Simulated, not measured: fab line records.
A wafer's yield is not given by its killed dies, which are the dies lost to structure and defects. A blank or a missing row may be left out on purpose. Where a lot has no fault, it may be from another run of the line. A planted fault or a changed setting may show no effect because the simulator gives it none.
fab line records | flow nandHarc
record lots=15 wafers=43 lastDay=32
route steps=1302 shown A_ONON_D2@551 A_CHANNEL_HOLE_D2@571 END@1302
lots untouched by any fault: they come from a run of this same line in which no faults occurred
startH: start of the lot's first displayed wafer, in hours after the record's first day | waitH: hours elapsed since this lot's preceding step | " as in the row above | L1.1+2: a single row standing in for several wafers | - no value present, or no start provided | * or withheld: withheld | < > ~ a bound
route shown NAME@n: a module of which the file shows steps, and the number in the route of the first | usual: mean/standard deviation of fault-free wafers | same: alike in all rows | chamber/n: place in a boat | sites: the reading at each site | _std_site: the values' standard deviation | _edge_site: mean of outer sites minus mean of inner sites | radiusMm: how far each site lies from the wafer's centre | mask NAME#n: copy n | behind: the most recent tool/chamber to have shaped the wafer | hold: why the lot was held/for how many hours/how that ended | device: names the non-switching transistor (n, p or np) | end of line: at the end of the route, the tests of the same wafers | for a step that has no rows: nothing shown but its recipe | killed: dies that structure and defects cost at the first sort, which is not the same as the wafer's yield | map: dies across one wafer; x = killed, . = not, _ = none there
set.NAME: the run value of the setting; set.NAME@STEP: its run value at that earlier step | model.NAME: the simulator's own value behind a step, which no gauge read
the route's steps for a sample of lots (tables are steps, rows are wafers)
services: the hour from which a tool's chamber was out of use, counted from the record's first day as startH (under 0 if before that day), plus the number of hours and why
## steps
# step NHARC_A_ONON_D2_DEP_09
# recipe targetThkA=10000 n2FlowSccm=2750 n2oFlowSccm=2000 nh3FlowSccm=500 sih4FlowSccm=210 tempC=400
# columns lot.wafer tool chamber startH waitH
L700.3+5+6 pecvdOnon-02 0 271.35 0.2
L701.1+2+5 pecvdOnon-02 0 285.62 0.1
L702.1+3+6 pecvdOnon-04 0 295.86 0.1
L703.1+5+6 pecvdOnon-01 0 310.51 0.1
L704.2+4+5 pecvdOnon-04 0 310.58 0.1
L706.4+5+6 pecvdOnon-01 0 333.47 0.2
L707.1+2+3 pecvdOnon-01 0 354.51 0.1
L709.3+5+6 pecvdOnon-01 0 375.50 0.2
L712.1+2+6 pecvdOnon-01 0 392.26 0.1
L715.3+6 pecvdOnon-01 0 433.19 0.2
L717.1+4+6 pecvdOnon-02 0 435.86 0.1
L716.3+5+6 pecvdOnon-01 0 435.94 0.2
L719.1+4 pecvdOnon-01 0 463.39 0.1
L722.1+4+5 pecvdOnon-04 0 488.29 0.1
L721.2+4+5 pecvdOnon-02 0 488.36 0.1
# step NHARC_A_ONON_D2_THK_MEAS_11
# recipe thkMeasGauge=ellipsometry
# usual thkNm=1002/9.7
# columns lot.wafer tool chamber startH waitH thkNm
L700.3 filmMetro-02 - 271.74 - 999
L700.5 " - " " 1001
L700.6 " - " " 999
L701.1 filmMetro-01 - 286.13 - 995
L701.2 " - " " 995
L701.5 " - " " 995
L702.1 filmMetro-01 - 296.37 - 1002
L702.3 " - " " 1005
L702.6 " - " " 1002
L703.1 filmMetro-02 - 311.02 - 993
L703.5 " - " " 991
L703.6 " - " " 992
L704.2 filmMetro-02 - 311.04 - 1011
L704.4 " - " " 1011
L704.5 " - " " 1011
L706.4 filmMetro-02 - 333.82 - 985
L706.5 " - " " 984
L706.6 " - " " 986
L707.1 filmMetro-02 - 355.02 - 1000
L707.2 " - " " 1001
L707.3 " - " " 1002
L709.3 filmMetro-01 - 375.90 - 987
L709.5 " - " " 989
L709.6 " - " " 986
L712.1 filmMetro-01 - 392.78 - 1010
L712.2 " - " " 1009
L712.6 " - " " 1009
L715.3 filmMetro-01 - 433.58 - 1608
L715.6 " - " " 1027
L716.3 filmMetro-01 - 436.34 - 1575
L716.5 " - " " 996
L716.6 " - " " 998
L717.1 filmMetro-02 - 436.36 - 1006
L717.4 " - " " 1007
L717.6 " - " " 1007
L719.1 filmMetro-02 - 463.90 - 992
L719.4 " - " " 1572
L722.1 filmMetro-02 - 488.80 - 1013
L722.4 " - " " 1014
L722.5 " - " " 1013
L721.2 filmMetro-01 - 488.81 - 997
L721.4 " - " " 996
L721.5 " - " " 996
# step NHARC_A_CHANNEL_HOLE_D2_DEP_01
# recipe targetThkA=1400 targetThkNm=140 tempC=400 pressureTorr=3.5 flowSccm=200 rfW=350 material=SiON
# usual heaterPowerOuterW=430/76 heaterPowerW=720/100
# columns lot.wafer tool chamber startH waitH heaterPowerOuterW heaterPowerW
L700.3 pecvd-01 1 284.82 1.0 488 809
L700.5 " 1 " " 499 811
L700.6 " 0 " " 345 589
L701.2 pecvd-02 2 298.87 1.3 450 719
L701.1 " 0 " " 516 823
L701.5 " 0 " " 518 814
L702.3 pecvd-01 2 310.54 1.0 429 711
L702.1 " 1 " " 468 809
L702.6 " 0 " " 352 576
L704.2 pecvd-04 0 328.45 1.3 424 750
L704.4 " 2 " " 434 754
L704.5 " 0 " " 425 764
L703.1 pecvd-01 2 328.52 1.6 367 631
L703.6 " 2 " " 383 637
L703.5 " 0 " " 407 658
L706.6 pecvd-02 0 348.43 0.2 438 719
L706.4 " 1 " " 569 882
L706.5 " 2 " " 481 772
L707.1 pecvd-01 1 371.16 1.6 427 727
L707.2 " 2 " " 413 681
L707.3 " 0 " " 387 638
L709.3 pecvd-02 0 388.28 1.2 528 834
L709.5 " 1 " " 545 833
L709.6 " 0 " " 549 830
L712.1 pecvd-04 2 405.89 1.6 445 795
L712.2 " 0 " " 451 770
L712.6 " 0 " " 460 778
L715.6 pecvd-02 1 447.33 0.2 514 777
L717.1 pecvd-01 1 448.41 1.6 388 675
L717.4 " 0 " " 403 670
L717.6 " 2 " " 426 683
L716.6 pecvd-01 1 449.18 0.1 401 700
L716.5 " 2 " " 381 639
L719.1 pecvd-01 0 477.44 1.6 336 572
L722.1 pecvd-04 2 502.02 1.6 386 695
L722.5 " 0 " " 502 826
L722.4 " 2 " " 380 688
L721.2 pecvd-04 1 502.94 1.3 268 503
L721.5 " 0 " " 434 746
L721.4 " 1 " " 277 519
# step NHARC_END_SORT_01
# recipe tempC=25
# usual killedAtArray=52/18 killedAtOther=1.0/1.4 killedAtPeriphery=3.1/2.3 killedDies=56/17 killedOpen=3.0/1.7 killedShort=2.5/1.7
# same grossDies=677
# columns lot.wafer tool chamber startH waitH killedAtArray killedAtOther killedAtPeriphery killedDies killedOpen killedShort
L715.3 prober-02 0 711.43 3.1 676 0 1 677 3 2
L715.6 prober-02 0 713.82 4.0 86 0 4 90 4 3
L716.3 prober-02 0 719.25 3.1 669 1 7 677 3 1
L716.5 prober-02 0 720.86 3.7 42 1 6 49 0 2
L716.6 prober-02 0 721.66 4.0 41 2 3 46 2 3
L719.1 prober-02 0 738.40 2.5 44 2 6 52 4 1
L719.4 prober-02 0 740.83 3.4 667 1 9 677 1 3
# killed by level:class
L715.3 A_ONON_D2:areaDep=616 A_CHANNEL_HOLE_D1:chamberFilmFlake=21 A_SLIT:chamberFilmFlake=20 A_CHANNEL_HOLE_D2:chamberFilmFlake=10 A_WL_FILL:chamberFilmFlake=4 P_M0:geometricParticle:open=1 A_DECK1_JOINT:geometricParticle:open=1 A_SGD_CUT:geometricParticle:open=1
L715.6 A_CHANNEL_HOLE_D1:chamberFilmFlake=28 A_SLIT:chamberFilmFlake=24 A_CHANNEL_HOLE_D2:chamberFilmFlake=22 A_CONTACT:chamberFilmFlake=3 A_STAIRCASE:chamberFilmFlake=2 A_WL_FILL:chamberFilmFlake=2 P_CONTACT:geometricParticle:open=1 P_M0:geometricParticle:short=1
L716.3 A_ONON_D2:areaDep=620 A_CHANNEL_HOLE_D2:chamberFilmFlake=27 A_CHANNEL_HOLE_D1:chamberFilmFlake=10 P_BONDPAD:chamberFilmFlake=5 A_CONTACT:chamberFilmFlake=3 A_M0:chamberFilmFlake=3 P_CONTACT:geometricParticle:open=1 A_ONON_D2:geometricParticle:open=1
L716.5 A_CHANNEL_HOLE_D2:chamberFilmFlake=15 A_CHANNEL_HOLE_D1:chamberFilmFlake=10 P_GATE:chamberFilmFlake=5 A_SLIT:chamberFilmFlake=5 A_M0:chamberFilmFlake=4 A_CONTACT:chamberFilmFlake=3 A_STAIRCASE:chamberFilmFlake=2 A_ONON_D2:geometricParticle:short=1
L716.6 A_CHANNEL_HOLE_D2:chamberFilmFlake=17 A_CHANNEL_HOLE_D1:chamberFilmFlake=7 A_SLIT:chamberFilmFlake=6 A_STAIRCASE:chamberFilmFlake=4 A_ONON_D2:geometricParticle:short=2 A_ZERO_WELL:chamberFilmFlake=2 THIN_TSV:chamberFilmFlake=2 P_STI:geometricParticle:short=1
L719.1 A_CHANNEL_HOLE_D1:chamberFilmFlake=27 A_CONTACT:chamberFilmFlake=7 P_M2:chamberFilmFlake=3 A_DECK1_JOINT:geometricParticle:open=2 P_CONTACT:chamberFilmFlake=2 A_SLIT:chamberFilmFlake=2 THIN_TSV:chamberFilmFlake=2 A_CHANNEL_FILL_D1:geometricParticle:short=1
L719.4 A_ONON_D2:areaDep=631 A_CHANNEL_HOLE_D1:chamberFilmFlake=19 P_M2:chamberFilmFlake=4 A_BONDPAD:chamberFilmFlake=4 A_WL_FILL:geometricParticle:short=3 A_CONTACT:chamberFilmFlake=3 P_ZERO_WELL:chamberFilmFlake=2 P_CONTACT:chamberFilmFlake=2
## services
# columns tool chamber startH hours kind
pecvdOnon-01 - 269.00 13.0 pm
pecvd-04 - 269.15 13.0 pm
pecvd-04 0 269.15 13.0 ventCycle
pecvdOnon-04 - 276.09 0.7 repair
pecvd-01 - 311.00 13.0 pm
pecvd-01 0 311.00 13.0 ventCycle
pecvd-01 1 311.00 13.0 ventCycle
pecvd-01 2 311.00 13.0 ventCycle
pecvdOnon-04 - 311.24 13.0 pm
pecvd-01 0 324.00 - clean
pecvd-01 1 324.00 - clean
pecvd-01 2 324.00 - clean
pecvd-02 - 354.37 0.7 repair
pecvdOnon-02 - 366.34 13.0 pm
pecvd-01 1 390.05 5.0 repair
pecvd-02 - 408.38 13.0 pm
pecvd-01 0 420.21 6.8 repair
pecvdOnon-01 - 450.00 13.0 pm
pecvd-04 - 450.15 13.0 pm
pecvd-01 - 492.00 13.0 pm
pecvd-01 0 492.00 13.0 ventCycle
pecvd-01 1 492.00 13.0 ventCycle
pecvd-01 2 492.00 13.0 ventCycle
pecvdOnon-04 - 492.24 13.0 pm
## key
firstSign step=NHARC_A_ONON_D2_THK_MEAS_11 reading=thkNm direction=up sigmas=60 usual=1002 struck=1585
effect step=NHARC_END_SORT_01 reading=killedDies direction=up sigmas=36 usual=56 struck=677
moreKillsBornAt NHARC_A_ONON_D2_DEP_09@pecvdOnon-01=1867
metAt NHARC_A_ONON_D2_DEP_09
struckLots L715,L716,L719
struckWafers L715.3,L716.3,L719.4
laterRowsLeftOut L715.3,L716.3,L719.4
testerLeftOut L715,L716,L719
notActingAt NHARC_A_CHANNEL_HOLE_D2_DEP_01
onsetBetween 392.26 433.19
fault kind=processParameterDrift tool=pecvdOnon-01 chamber=- onsetH=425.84 steps=NHARC_A_ONON_D2_DEP_09 channel=targetThkA offset=* shape=step endH=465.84 scope=struckWafersOnly actsIn=* stated=*
# testerLeftOut: of these lots the tester's yield and bins aren't shown, on N5 and GAA mostly nor the transistor test; their killed dies are dies lost to structure and defects alone, not to doping, threshold or leakage, so they don't give the yield
# laterRowsLeftOut: the simulator's readings of these wafers behind a module that went badly wrong aren't trusted and aren't shown, but for the sort
